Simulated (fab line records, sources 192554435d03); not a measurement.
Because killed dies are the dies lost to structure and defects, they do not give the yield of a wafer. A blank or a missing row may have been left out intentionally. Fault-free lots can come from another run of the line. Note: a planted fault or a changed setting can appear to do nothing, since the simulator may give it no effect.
Split-lot experiment | flow n5-finfet | 4 lots, 21 wafers read, on a route of 1938 steps

THE SPLIT ITSELF
At N5_MOL_CONTACT_COAG_COAT_64 (time 60 s, resist thk 10 nm), the setting spin-rpm was moved away from the recipe's 1500 rpm on 9 of the 21 wafers read, by -3.1% to +7.3%. All remaining wafers had this setting at the recipe value.

FROM THE SPLIT TO THE READING: what the file shows between them, 3 steps
- N5_MOL_CONTACT_COAG_COAT_34: resist thk 40 nm
- N5_MOL_CONTACT_COAG_EBR_36
- N5_MOL_CONTACT_COAG_DESCUM_45: chemistry O2, time 7 s

THE READING
etch.depth-nm (the simulator's own value, which no gauge read), in nm, at N5_MOL_CONTACT_COAG_ETCH_65 (etches underlayer in N2/H2, target depth 13 nm, time 10.4 s). No usual value for it is given in the file. Here, 12 wafers ran the recipe; their average is 10.004 nm with a standard deviation of 0.015 nm.

wafer  | tool, chamber at the split | spin-rpm as run, rpm | against the recipe | etch.depth-nm, nm | against lot-mates on the recipe
L079.1 | litho-track-05, 0          | 1500                 | recipe             | 9.992             | -
L079.2 | litho-track-05, 0          | 1500                 | recipe             | 10.03             | -
L079.3 | litho-track-05, 0          | 1564                 | +4.3%              | 9.805             | -0.199
L079.4 | litho-track-05, 0          | 1500                 | recipe             | 9.989             | -
L079.5 | litho-track-05, 0          | 1564                 | +4.3%              | 9.799             | -0.205
L079.6 | litho-track-05, 0          | 1564                 | +4.3%              | 9.803             | -0.201
L081.4 | litho-track-05, 0          | 1500                 | recipe             | 10.02             | -
L081.5 | litho-track-05, 0          | 1500                 | recipe             | 9.999             | -
L081.6 | litho-track-05, 0          | 1500                 | recipe             | 9.987             | -
L087.1 | litho-track-01, 0          | 1500                 | recipe             | 10                | -
L087.2 | litho-track-01, 0          | 1454                 | -3.1%              | 10.14             | +0.146
L087.3 | litho-track-01, 0          | 1454                 | -3.1%              | 10.13             | +0.136
L087.4 | litho-track-01, 0          | 1454                 | -3.1%              | 10.13             | +0.136
L087.5 | litho-track-01, 0          | 1500                 | recipe             | 9.988             | -
L087.6 | litho-track-01, 0          | 1500                 | recipe             | 9.995             | -
L089.1 | litho-track-05, 0          | 1610                 | +7.3%              | 9.656             | -0.361
L089.2 | litho-track-05, 0          | 1500                 | recipe             | 10.03             | -
L089.3 | litho-track-05, 0          | 1610                 | +7.3%              | 9.7               | -0.317
L089.4 | litho-track-05, 0          | 1500                 | recipe             | 10.01             | -
L089.6 | litho-track-05, 0          | 1500                 | recipe             | 10.01             | -
L089.5 | litho-track-05, 0          | 1610                 | +7.3%              | 9.646             | -0.371

THE FIT
A straight line over all 21 wafers: etch.depth-nm changes by -0.0455 nm for each +1% of spin-rpm; r = -0.99; the points scatter about the line by 0.016 nm.
The same after taking each lot's own level away (the mean of its wafers on the recipe; 21 wafers): -0.0471 nm for each +1%; r = -1.00; scatter 0.014 nm.
On that fit, the largest move of spin-rpm shifts the reading by 0.35 nm.
Across the lots, their own levels run from 9.9943 to 10.0167 nm, a range of 1.5 times the standard deviation given above.
The two slopes are in agreement: the lot-to-lot level therefore moves the slope only a little.
Check: for one of the wafers moved furthest among these (+7.3%), held out of the fit, the line's prediction against its lot-mates is -0.343 nm. Against them it came out at -0.361 nm.

FURTHER SPLITS ON THESE WAFERS
Note: prior to the reading, these wafers also went through further splits. Each is held against what the fit with the lots' levels taken away leaves over:
other split on the same wafers         | wafers away from the commonest value | r with etch.depth-nm (lot level and that fit taken away)
N5_MOL_CONTACT_COAG_COAT_103 spin-rpm  | 9                                    | -0.17
N5_MOL_CONTACT_COAG_VIA_ETCH_46 bias-w | 9                                    | -0.14

THE WHOLE CHAIN: every reading that the file lists as answering this split, in the file's order
step                        | what it does                                                | reading                                                                                        | change (the file's fit)                | r (the file's)
N5_MOL_CONTACT_COAG_COAT_64 | time 60 s, resist thk 10 nm                                 | underlayer_of_MOL_CONTACT_COAG_COAT_64.thk-nm (the simulator's own value, which no gauge read) | -0.0541 nm for each +1% of the setting | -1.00
N5_MOL_CONTACT_COAG_ETCH_65 | etches underlayer in N2/H2, target depth 13 nm, time 10.4 s | etch.depth-nm (the simulator's own value, which no gauge read)                                 | -0.0473 nm for each +1% of the setting | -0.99

THE FILE'S OWN FIT
etch.depth-nm changes by -0.0473 nm for each +1% of spin-rpm, r = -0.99.
